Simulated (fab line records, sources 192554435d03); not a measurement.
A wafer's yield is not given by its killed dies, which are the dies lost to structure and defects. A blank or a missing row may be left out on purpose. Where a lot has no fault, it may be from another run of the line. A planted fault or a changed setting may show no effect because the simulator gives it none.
What tool caused it? ; flow n5Finfet ; 11 lots with 33 wafers sampled at 2 steps, on a route of 1938 steps

## WHAT THE GAUGES SHOWED, per wafer
N5_BEOL_M15_RS_MEAS_54: a four-point-probe measurement.
lot;measured;on;M15_RS (ohm/sq)
L395;day 11 13:33;filmMetro-01;0.0218 0.0214 0.0215
L398;day 12 12:50;filmMetro-01;0.0219 0.0218 0.0215
L397;day 12 13:31;filmMetro-02;0.0215 0.0219 0.0213
L401;day 13 21:57;filmMetro-02;0.0213 0.0214 0.0213
L406;day 15 16:09;filmMetro-02;0.0218 0.0206 0.0217
L409;day 15 23:09;filmMetro-02;0.0211 0.0205 0.0220
L407;day 15 16:46;filmMetro-02;0.0218 0.0219 0.0218
L411;day 16 03:02;filmMetro-01;0.0207 0.0224 0.0221
L414;day 17 06:29;filmMetro-02;0.0213 0.0219 0.0217
L415;day 18 09:18;filmMetro-02;0.0220 0.0212 0.0216
L417;day 18 06:11;filmMetro-01;0.0221 0.0217 0.0207

## TOOL THAT RAN EACH LOT (tool first, then ch and the chambers of the sampled wafers, then the start)
lot;N5_BEOL_M3_ETCHBACK_99
L395;rieDiel-04 ch 1,2,3, day 7 02:10
L398;rieDiel-03 ch 2, day 7 14:26
L397;rieDiel-03 ch 0,2, day 7 20:26
L401;rieDiel-04 ch 0,1, day 9 13:07
L406;rieDiel-04 ch 0,1,3, day 10 10:02
L409;rieDiel-03 ch 0,1,3, day 11 03:35
L407;rieDiel-04 ch 0,1, day 11 03:43
L411;rieDiel-05 ch 2,3, day 11 10:31
L414;rieDiel-05 ch 0,2,3, day 12 15:59
L415;rieDiel-05 ch 0,1,3, day 12 22:20
L417;rieDiel-03 ch 1,3, day 13 06:22
- N5_BEOL_M3_ETCHBACK_99: etches SiO2 in CHF3, target depth 5 nm, time 10.4 s.

## THE ANSWER, worked out from the rows above alone
Rule: usual is defined by the lots themselves. The widest of any qualifying gaps counts: lots, ordered by their means at a reading, are off when they make up no more than a third of the lots, leave a main group of 4 or more, and stand apart from it by 3 or more times the standard deviation of that group's means. A main group is skipped when, at the precision printed for the reading in the tables above, its means are all equal. Also off: a lot with no number at a reading for which 4 or more lots have one. Any other lot the step has rows for is counted as sound.
None of the lots is off at any reading shown; this tells nothing.

## WHAT THE SIMULATOR HAD INSERTED
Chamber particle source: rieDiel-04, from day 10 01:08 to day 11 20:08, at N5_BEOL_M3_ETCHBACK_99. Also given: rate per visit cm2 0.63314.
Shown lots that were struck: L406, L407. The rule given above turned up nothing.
